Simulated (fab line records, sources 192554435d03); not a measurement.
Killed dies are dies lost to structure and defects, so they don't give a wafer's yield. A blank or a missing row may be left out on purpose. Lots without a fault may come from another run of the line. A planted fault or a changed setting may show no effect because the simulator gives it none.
fab line records | flow n5_finfet
record lots=4 wafers=12 last_day=18
route steps=1938 shown BEOL_M4@1099 BEOL_M5@1112 BEOL_M10@1470 PASSIVATION@1936
lots that met no fault: from a run of the same line without faults
start_h: hours from the record's first day to the start of the lot's first wafer shown | wait_h: hours since the lot's step before | " the same as in the row above | L1.1+2: a row that stands for several wafers | - no value, or no start given | * or withheld: withheld | < > ~ a bound
route shown NAME@n: a module of which the file shows steps, and the number in the route of the first | usual: mean/standard deviation of fault-free wafers | same: alike in all rows | chamber/n: place in a boat | sites: the reading at each site | _std_site: their standard deviation | _edge_site: outer sites' mean less inner sites' | radius_mm: how far each site lies from the wafer's centre | mask NAME#n: copy n | behind: the tool/chamber that last shaped the wafer | hold: why the lot was held/for how many hours/how that ended | device: the transistor (n, p or np) that didn't switch | end of line: the same wafers' tests at the end of the route | a step without rows: its recipe alone | killed: dies lost to structure and defects at the first sort, not the wafer's yield | map: a wafer's dies, x killed, . not, _ none there
set.NAME: the setting as run; set.NAME@STEP: as run at that earlier step | model.NAME: the simulator's own value behind a step, which no gauge read
lots at some steps of the route; a table a step, a row a wafer
services: from which hour (start_h, from the record's first day; less than 0 if before it) a tool's chamber was out of use, for how many hours, and why
## steps
# step N5_BEOL_M4_ANNEAL_95
# recipe temp_c=400 time_s=240 ambient=vacuum
# step N5_BEOL_M4_SPUTTER_96
# recipe material=Cu target_thk_a=45 temp_c=-20 chamber_pressure_pa=0.07 power_w=withheld time_s=8.29
# step N5_BEOL_M4_ECD_50
# recipe material=Cu target_thk_a=3000
# step N5_BEOL_M4_ANNEAL_51
# recipe temp_c=225 time_s=90 ambient=N2
# step N5_BEOL_M4_CMP_52
# recipe stop_on=SiOC t_overpolish_s=6.8 down_force_psi=1 platen_rpm=50 clearing_platen_down_force_psi=1.5 clearing_platen_rpm=50 post_cmp_clean=cu_alkaline target_thk_nm=40 clearing_platen_pad_velocity_m_s=0.99484 pad_velocity_m_s=0.99484
# step N5_BEOL_M4_PRE_CLEAN_60
# recipe gas=NH3/H2 time_s=15 temp_c=* rf_power_w=300
# step N5_BEOL_M4_CO_CAP_55
# recipe material=Co target_thk_a=20 temp_c=200 precursor=CCTBA/H2 pressure_torr=30 time_s=102.1
# step N5_BEOL_M4_PRE_CLEAN_56
# recipe gas=NH3 time_s=15 temp_c=withheld rf_power_w=300
# step N5_BEOL_M4_DEP_57
# recipe material=SiCN target_thk_a=80 temp_c=withheld precursor=3MS/NH3 pressure_torr=3 rf_w=202 time_s=14
# step N5_BEOL_M4_RC_MEAS_101
# usual DIBL_N=36.4/1.4 DIBL_P=36.3/1.8 IOFF_N=0.163/0.024 IOFF_P=0.21/0.034 ION_N=673/11 ION_P=461/7.4 SS_N=71.6/0.52 SS_P=73.3/0.58 VT_N=249.4/2.5 VT_P=-250/3.5
# columns lot.wafer tool chamber start_h wait_h DIBL_N[mV/V] DIBL_P[mV/V] IOFF_N[nA/um] IOFF_P[nA/um] ION_N[uA/um] ION_P[uA/um] SS_N[mV/dec] SS_P[mV/dec] VT_N[mV] VT_P[mV]
L594.1 prober-02 0 212.28 0.0 35.1 36.5 0.148 0.23 663 463 71.6 73.5 250.2 -251
L594.3 " 0 " " 35.9 36.8 0.160 0.24 678 469 71.8 74.0 249.4 -247
L594.6 " 0 " " 35.7 36.5 0.161 0.23 669 465 72.0 73.3 250.6 -249
L599.1 prober-01 0 255.18 0.0 37.1 37.2 0.172 0.24 684 469 72.0 72.5 247.0 -248
L599.4 " 0 " " 36.9 37.4 0.172 0.24 667 462 71.6 72.9 248.6 -248
L599.6 " 0 " " 36.9 37.1 0.165 0.24 683 476 71.8 73.1 248.9 -244
L603.2 prober-01 0 266.76 0.2 35.9 36.8 0.161 0.21 685 467 71.5 73.3 248.3 -249
L603.3 " 0 " " 35.8 36.6 0.169 0.20 693 466 70.8 72.5 246.7 -248
L603.6 " 0 " " 35.4 35.5 0.153 0.19 673 458 70.7 72.3 248.1 -251
L609.1 prober-01 0 305.94 0.0 40.2 38.5 0.211 0.29 689 475 72.2 73.4 247.9 -243
L609.3 " 0 " " 39.1 37.0 0.180 0.26 666 461 72.6 73.1 249.2 -245
L609.6 " 0 " " 40.0 37.8 0.204 0.29 683 471 72.2 74.0 246.8 -245
# step N5_BEOL_M5_ILD_DEP_00
# recipe material=SiCOH_lowk target_thk_a=1406.4 temp_c=300 precursor=DEMS/porogen pressure_torr=5 rf_w=500 time_s=25.9
# step N5_BEOL_M5_CURE_79
# recipe temp_c=385 time_s=240 ambient=He/Ar material=SiCOH_lowk
# step N5_BEOL_M5_PECVD_70
# recipe material=SiO2 target_thk_a=160 temp_c=400 precursor=TEOS/O2 pressure_torr=5.5 rf_w=450 teos_flow_sccm=53.8 gas=O2 flow_sccm=3000 time_s=18
# step N5_BEOL_M5_HM_DEP_02
# recipe material=TiN target_thk_a=200 temp_c=25 chamber_pressure_pa=0.49996
# step N5_BEOL_M5_COAT_59
# recipe resist=SOC temp_c=250 time_s=60 spin_rpm=1500 resist_thk_nm=60
# step N5_BEOL_M5_COAT_60
# recipe resist=SiARC temp_c=220 time_s=60 spin_rpm=1500 resist_thk_nm=12
# step N5_BEOL_M5_COAT_71
# recipe resist=underlayer temp_c=205 time_s=60 spin_rpm=1500 resist_thk_nm=5
# step N5_BEOL_M5_COAT_05
# recipe resist=CAR-EUV spin_rpm=1500 resist_thk_nm=30
# step N5_BEOL_M5_EBR_07
# recipe solvent=PGMEA ebr_width_mm=1.5
# step N5_BEOL_M5_SOFTBAKE_06
# recipe temp_c=110 time_s=60 resist=CAR-EUV
# step N5_BEOL_M5_EXPOSE_08
# recipe mask_id=M5 na=0.33 source_shape=annular sigma_inner=0.4 sigma_outer=0.8 polarization=unpolarized target_cd_nm=28 dose_mj=35.75
# step N5_BEOL_M5_PEB_09
# recipe peb_temp_c=100 peb_time_s=60 resist=CAR-EUV
# step N5_BEOL_M5_DEVELOP_10
# recipe develop_time_s=30 developer=TMAH resist=CAR-EUV rinse_liquid=surfactant_rinse dry=air_spin dev_temp_c=23
# step N5_BEOL_M5_DESCUM_16
# recipe chemistry=O2 time_s=7 source_power_w=50 bias_power_w=20 pressure_mtorr=20 rf_frequency_hz=2.712e+07 temp_c=40 resist=CAR-EUV o2_flow_sccm=225
# step N5_BEOL_M5_ETCH_72
# recipe chemistry=N2/H2 target=underlayer target_depth_a=65 mask_material=CAR-EUV time_s=5.2 ion_energy_ev=200 pressure_mtorr=30 source_w=840 bias_w=150 n2_flow_sccm=200 h2_flow_sccm=200 ends=cleared
# step N5_BEOL_M5_ETCH_61
# recipe chemistry=CF4 target=SiARC target_depth_a=156 mask_material=CAR-EUV time_s=26 ion_energy_ev=80 pressure_mtorr=40 source_w=545 bias_w=36 Ar_flow_sccm=100 cf4_flow_sccm=100 ends=cleared
# step N5_BEOL_M5_ETCH_62
# recipe chemistry=N2/H2 target=SOC target_depth_a=750 overetch_a=150 mask_material=SiARC temp_c=40 time_s=112.5 ion_energy_ev=200 pressure_mtorr=30 source_w=840 bias_w=150 n2_flow_sccm=200 h2_flow_sccm=200
# step N5_BEOL_M5_STRIP_63
# recipe chemistry=N2/H2 temp_c=40 n2_flow_sccm=200 h2_flow_sccm=200 rf_frequency_hz=6e+07
# step N5_BEOL_M5_STRIP_73
# recipe chemistry=N2/H2 temp_c=40 n2_flow_sccm=200 h2_flow_sccm=200 rf_frequency_hz=6e+07
# step N5_BEOL_M5_STRIP_64
# recipe chemistry=CF4 resist=SiARC power_w=300 bias_power_w=75 pressure_mtorr=50 cf4_flow_sccm=150 rf_frequency_hz=6e+07
# step N5_BEOL_M5_HM_OPEN_17
# recipe chemistry=Cl2/BCl3 target_depth_a=200 overetch_a=60 target=TiN mask_material=SOC ion_energy_ev=150 pressure_mtorr=10 icp_w=1000 bias_w=126 Cl2_flow_sccm=53.25 bcl3_flow_sccm=21.75 Ar_flow_sccm=25
# step N5_BEOL_M5_STRIP_19
# recipe chemistry=O2 power_w=400 temp_c=40 pressure_mtorr=30 rf_frequency_hz=6e+07 bias_power_w=0 overash_fraction=0.2 o2_flow_sccm=225
# step N5_BEOL_M5_COAT_65
# recipe resist=SOC temp_c=250 time_s=60 spin_rpm=1500 resist_thk_nm=60
# step N5_BEOL_M5_COAT_66
# recipe resist=SiARC temp_c=220 time_s=60 spin_rpm=1500 resist_thk_nm=12
# step N5_BEOL_M10_ILD_DEP_00
# recipe material=SiCOH_lowk target_thk_a=3085.1 temp_c=300 precursor=DEMS/porogen pressure_torr=5 rf_w=500 time_s=58
# usual heater_power_w=335/68 run_length_s=100.8/0.41 showerhead_plenum_p_Torr=5.729/0.015 throttle_valve_pct=13.7/0.57
# columns lot.wafer tool chamber start_h wait_h heater_power_w run_length_s showerhead_plenum_p_Torr throttle_valve_pct model.SiCOH_lowk_of_BEOL_M10_ILD_DEP_00.thk_nm
L594.1 pecvd-02 2 259.19 0.0 435 101.1 5.733 13.7 303.8
L594.3 " 2 " " 434 101.6 5.744 13.6 307.8
L594.6 " 2 " " 436 100.9 5.739 13.7 307.2
L599.1 pecvd-02 1 302.23 0.0 286 101.2 5.736 13.8 304.6
L599.4 " 2 " " 348 101.1 5.742 13.7 307.4
L599.6 " 1 " " 300 71.8 5.729 13.9 149.8
L603.2 pecvd-02 1 313.27 0.0 284 71.5 5.720 14.1 158
L603.3 " 0 " " 321 100.6 5.747 14.0 307
L603.6 " 0 " " 335 70.6 5.727 14.2 155.8
L609.1 pecvd-04 1 365.83 0.0 385 101.4 5.741 13.4 308.8
L609.3 " 2 " " 434 100.7 5.711 13.6 306.6
L609.6 " 1 " " 387 101.2 5.739 13.4 311.4
# step N5_BEOL_M10_THK_MEAS_01
# recipe reads=SiCOH_lowk_of_BEOL_M10_ILD_DEP_00
# usual M10_ILD_THK=269/3.7
# columns lot.wafer tool chamber start_h wait_h M10_ILD_THK[nm]
L594.1 film_metro-01 - 259.81 0.4 264
L594.3 " - " " 267
L594.6 " - " " 267
L599.1 film_metro-01 - 304.26 1.6 264
L599.4 " - " " 267
L599.6 " - " " 129
L603.2 film_metro-01 - 314.09 0.4 136
L603.3 " - " " 267
L603.6 " - " " 134
L609.1 film_metro-01 - 366.60 0.4 268
L609.3 " - " " 266
L609.6 " - " " 271
# step N5_BEOL_M10_CMP_52
# recipe stop_on=SiCOH_lowk t_overpolish_s=7 down_force_psi=1 platen_rpm=50 clearing_platen_down_force_psi=1.5 clearing_platen_rpm=50 post_cmp_clean=cu_alkaline target_thk_nm=140 clearing_platen_pad_velocity_m_s=0.99484 pad_velocity_m_s=0.99484
# usual motor_current_A=5.9/0.67 platen_rpm=49.99/0.034
# columns lot.wafer tool chamber start_h wait_h motor_current_A platen_rpm model.SiCOH_lowk_of_BEOL_M10_ILD_DEP_00.thk_nm
L594.3 cmp-03 2 266.83 0.2 6.0 50.00 264.4
L594.1 " 0 " " 5.2 50.02 260.8
L594.6 " 1 " " 6.0 49.95 263.8
L599.1 cmp-03 2 314.15 0.3 5.9 49.97 261.4
L599.4 " 1 " " 5.9 49.97 264
L599.6 " 3 " " 5.9 50.00 126
L603.2 cmp-04 3 324.38 0.2 4.5 49.99 133
L603.3 " 0 " " 5.4 49.99 263.8
L603.6 " 3 " " 4.6 50.02 131
L609.1 cmp-01 1 373.96 0.3 6.1 49.94 265.2
L609.3 " 2 " " 6.4 49.91 263.4
L609.6 " 0 " " 6.5 49.99 267.6
# step N5_PASSIVATION_PROBE_49
# usual defect_limited_yield=91.4/1.6 killed_at_M0_to_M3=34/12 killed_at_M4_up=13/5.2 killed_at_contacts=11/5.5 killed_at_front_end=40/13 killed_at_other=3.4/2.7 killed_dies=102/19 killed_on_rim=13/4.3 killed_open=66/15 killed_short=33/7.9 sort_bin_5_function=5.1/1.1 sort_bin_6_memory=3.2/0.7 sort_n_pass=1078/19 sort_yield_pct=91.4/1.6
# same gross_dies=1180 killed_at_back_side=0 sort_bin_4_leakage[%]=0 sort_bin_8_speed[%]=0
# columns lot.wafer tool chamber start_h wait_h defect_limited_yield[%] killed_at_M0_to_M3 killed_at_M4_up killed_at_contacts killed_at_front_end killed_at_other killed_dies killed_on_rim killed_open killed_short sort_bin_5_function[%] sort_bin_6_memory[%] sort_n_pass sort_yield_pct[%]
L594.3 prober-02 - 311.31 0.1 91.9 25 18 8 32 13 96 16 64 29 4.3 3.6 1084 91.9
L599.6 prober-01 - 370.20 0.4 1.1 28 1082 10 44 3 1167 152 70 23 5.3 2.2 13 1.1
L603.2 prober-01 - 370.70 0.1 1.0 27 1091 3 46 1 1168 152 61 29 4.6 2.9 12 1.0
L603.6 prober-01 - 370.90 0.3 1.4 41 1059 13 50 0 1163 151 91 29 6.9 3.1 17 1.4
# killed by level:class
L594.3 STI_FIN_REVEAL:geometric_particle:open=8 MOL_CONTACT_COAG:geometric_particle:open=8 BEOL_M0_SAQP:geometric_particle:open=7 FIN_SAQP:geometric_particle:short=5 BEOL_M0_SAQP:geometric_particle:short=5 BEOL_M1:geometric_particle:open=5 BEOL_M6:geometric_particle:open=5 MIM_TOP:geometric_particle:open=5
L599.6 BEOL_M10:area_dep=1072 FIN_SAQP:geometric_particle:open=18 BEOL_M0_SAQP:geometric_particle:open=9 BEOL_M4:geometric_particle:open=8 MOL_CONTACT_COAG:geometric_particle:open=7 DUMMY_GATE:geometric_particle:open=5 STI_FIN_REVEAL:geometric_particle:open=4 BEOL_M0:geometric_particle:open=4
L603.2 BEOL_M10:area_dep=1078 FIN_SAQP:geometric_particle:open=15 FIN_SAQP:geometric_particle:short=9 BEOL_M2:geometric_particle:open=8 GATE_CUT:geometric_particle:open=5 GATE_CUT:geometric_particle:short=4 BEOL_M0_SAQP:geometric_particle:open=4 BEOL_M0_SAQP:geometric_particle:short=4
L603.6 BEOL_M10:area_dep=1043 FIN_SAQP:geometric_particle:open=16 FIN_SAQP:geometric_particle:short=12 BEOL_M0_SAQP:geometric_particle:open=12 MOL_CONTACT_COAG:geometric_particle:open=11 BEOL_M2:geometric_particle:open=8 STI_FIN_REVEAL:geometric_particle:open=7 BEOL_M1:geometric_particle:open=7
# map L599.6 (x killed, . not)
_________________xxxxxxxxxxxx________________
______________xxxxxxxxxxxxxxxxxx_____________
___________xxxxxxxxxxxxxxxxxxxxxxxx__________
__________xxxxxxxxxxxxxxxxxxxxxxxxxx_________
________xxxxxxxxx.xxxxxxxxxxxxxxxxxxxx_______
_______xxxxxxxxxxxxxxxxxxxxxxxxxxxxxxxx______
______xxxxxxxxxxxxxxxxxxxxxxxxxxxxxxxxxx_____
_____xxxxxxxxxxxxxxxxxxxxxxxxxxxxxxxxxxxx____
____xxxxxxxxxxxxxxxxxxxxxxxxxxxxxxxx.xxxxx___
___xxxxxxxxxxxxxxxxxxxxxxxxxxxxxxxxxxxxxxxx__
___xxxxxxxxxxxxxxxxxxxxxxxxxxxxxxxxxxxxxxxx__
__xxxxxxxxxxxxxxxxxxxxxxxxxxxxxxxxxxxxxxxxxx_
__xxxxxxxxxxxxxxxxxxxxxxxxxxx.xxxxxxxxxxxxxx_
_xxxxxxxxxxxxxxxxxxxxxxxxxxxxxxxxxxxxxxxxxxxx
_xxxxxxxxxxxxxxxxxxxxxxxxxxxxxxxxxxxxxxxxxxxx
_xxxxxxxxxxxxxxxxxxxxx.xxxxxxxxxxxxxxx.x.xxxx
_xxxxxxxxxxxxxxxxxxxxxxxxxxxxxx.xxxxxxxxx.xxx
_xxxxxxxxxxxxxxxxxxxxxxxxxxxxxxxxxxxxxxxxxxxx
_xxxxxxxxxxxxxxxxxxxxxxxxxx.xxxxxxxxxxxxxxxxx
_xxxxxxxxxxxxxxxxxxxxxxxxxxxxxxxxxxxxxxxxxxxx
_xxxxxxxxxxxxxxxxxxxxxxxxxxxxxxxxxxxxxxxxxxxx
__xxxxxxxxxxxx.xxxxxxxxxxxxxxxxxxxxxxxxxxxxx_
__xxxxxxxxxxxxxxxxxxxxxxxxxxxxxxxxxxxxxxxxxx_
___xxxxxxxxxxxxxxxxxxxxxxxxxxxxxxxxxxxxxxxx__
___xxxxxxxxxxxxxxxxxxxxxxxxxxx.xxxxxxxxxxxx__
____xxxxxxxxxxxxxxxxxxxxxxxxxxxxxxxxxxxxxx___
_____xxxxxxxxxxxxxxxxxxxxxxxxxxxxxxxxxxxx____
______xxxxxxxxxxxxxxxxxxxxxxxxxxxxxxxxxx_____
_______xxxxxxxxxxxxxxxxxxxxxxxxxxxxxxxx______
________xxxxxxxxxxxxxxxxxxxxxxxxxxxxxx_______
__________xxxxxxxxxxxxxxxxxx.xxxxxxx_________
___________xxxxxxxxx.xxxxxxxxxxxxxx__________
______________xxxxxxxxxxxxxxxxxx_____________
_________________xxxxxxxxxxxx________________
# map L603.2 (x killed, . not)
_________________xxxxxxxxxxxx________________
______________xxxxxxxxxxxxxxxxxx_____________
___________xxxxxxxxxxxx.xxxxxxxxxxx__________
__________xxxxxxxxxxxxxxxxxxxxxx.xxx_________
________xxxxxxxxxxxxxxxxxxxxxxxxxxxxxx_______
_______xxxxxxxxxxxxxxxxxxxxxxxxxxxxxxxx______
______xxxxxxxxxxxxxxxxxxxxxxxxxxxxxxxxxx_____
_____xxxxxxxxxxxxxxxxxxxxxxxxxxxxxxxxxxxx____
____xxxxxxxxxxxxxx.xxxxxxxxxxxxxxxxxxxxxxx___
___xxxxxxxxxxxxxxxxxxxxxxxxxxxxxxxxxxxx.xxx__
___xxxxxxxxxxxxxxxxxxxxxxxxxxxxxxxxxxxxxxxx__
__xxxxxxxxxxxxxxxxxxxxxxxxxxxx.xxxxxxxxxxxxx_
__xxxxxxxxxxxxxxxxxxxxxxxxxxxxxxxxxxxxxxxxxx_
_xxxxxxxxxxxxxxxxxxxx.xxxxxxxxxxxxxxxxxxxxxxx
_xxxxxxxxxxxxxxxxxxxxxxxxxxxxxxxxxxxxxxxxxxxx
_xxxxxxxxxxxxxxxxxxxxxxxxxxxxxxxxxxxxxxxxxxxx
_xxxxxxxxxxxxxxxxxxxx.xxxxxxxxxxxxxxxxxxxxxxx
_xxxxxxxxxxxxxxxxxxxxxxxxxxxxxxxxxxx.xxxxxxxx
_xxxxxxxxxxxxxxxxxxxxxxxxxxxxxxxxxxxxxxxxxxxx
_xxxxxxxxxxxxxxx.xxxxxxxxxxxxxxxxxxxxxxxxxxxx
_xxxxxxxxxxxxxxxxxxxxxxxxxxxxxxxxxxxxxxxxx.xx
__xxxxxxxxxxxxxxxxxxxxxxxxxxxxxxxxxxxxxxxxxx_
__xxxxxxxxxxxxxxxxxxxxxxxxxxxxxxxxxxxxxxxxxx_
___xxxxxxxxxxxxxxxxxxxxxxxxxxxxxxxxxxxxxxxx__
___xxxxxxxxxxxxxxxxxxxxxxxxxxxxxxxxxxxxxxxx__
____xxxxxxxxxxxxxxxxxxxxxxxxxxxxxxxxxxxxxx___
_____xxxxxxxxxxxxxxxxxxxx.xxxxxxxxxxxxxxx____
______xxxxxxxxxxx.xxxxxxxxxxxxxxxxxxxxxx_____
_______xxxxxxxxxxxxxxxxxxxxxxxxxxxxxxxx______
________xxxxxxxxxxxxxxxxxxxxxxxxxxxxxx_______
__________xxxxxxxxxxxxxxxxxxxxxxxxxx_________
___________xxxxxxxxxxxxxxxxxxxxxxxx__________
______________xxxxxxxxxxxxxxxxxx_____________
_________________xxxxxxxxxxxx________________
## services
# columns tool chamber start_h hours kind
cmp-04 - 236.23 - consumable_replace:conditioner
cmp-04 - 236.23 - consumable_replace:pad
cmp-03 - 240.87 2.0 repair
cmp-04 - 243.54 1.9 repair
pecvd-02 0 253.33 6.3 repair
pecvd-04 0 254.36 4.9 repair
pecvd-04 2 259.74 5.0 scheduled_down
cmp-01 - 277.20 1.9 repair
cmp-04 - 281.86 3.0 pm
cmp-04 - 288.89 1.8 repair
cmp-01 - 292.69 1.4 repair
cmp-01 - 298.24 4.0 pm
cmp-01 - 302.24 - consumable_replace:conditioner
cmp-01 - 302.24 - consumable_replace:pad
cmp-03 - 304.46 4.4 repair
pecvd-02 2 309.34 2.1 scheduled_down
cmp-04 - 313.82 0.7 repair
cmp-01 - 314.04 0.4 repair
pecvd-02 - 316.35 6.0 pm
pecvd-04 0 322.30 5.5 scheduled_down
pecvd-02 1 339.08 4.0 repair
cmp-01 - 347.00 11.2 pm
pecvd-02 1 355.91 9.4 repair
## key
first_sign step=N5_BEOL_M10_ILD_DEP_00 reading=run_length_s direction=down sigmas=72 usual=* struck=*
effect step=N5_BEOL_M10_THK_MEAS_01 reading=M10_ILD_THK direction=down sigmas=37 usual=269 struck=133
effect step=N5_PASSIVATION_PROBE_49 reading=killed_at_M4_up direction=up sigmas=99+ usual=13 struck=1077
model_effect step=N5_BEOL_M10_ILD_DEP_00 value=SiCOH_lowk_of_BEOL_M10_ILD_DEP_00.thk_nm without=310.2 struck=154.5
model_effect step=N5_BEOL_M10_CMP_52 value=SiCOH_lowk_of_BEOL_M10_ILD_DEP_00.thk_nm without=266.4 struck=130
more_kills_born_at N5_BEOL_M10_ILD_DEP_00@pecvd-02=3193
met_at N5_BEOL_M10_ILD_DEP_00
struck_wafers L599.6,L603.2,L603.6
later_rows_left_out L599.6,L603.2,L603.6
onset_between 259.19 302.23
fault kind=process_parameter_drift tool=pecvd-02 chamber=- onset_h=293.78 steps=N5_BEOL_M10_ILD_DEP_00 channel=time_s offset=* shape=step end_h=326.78 scope=struck_wafers_only acts_in=* stated=*
# later_rows_left_out: the simulator's readings of these wafers behind a module that went badly wrong aren't trusted and aren't shown, but for the sort
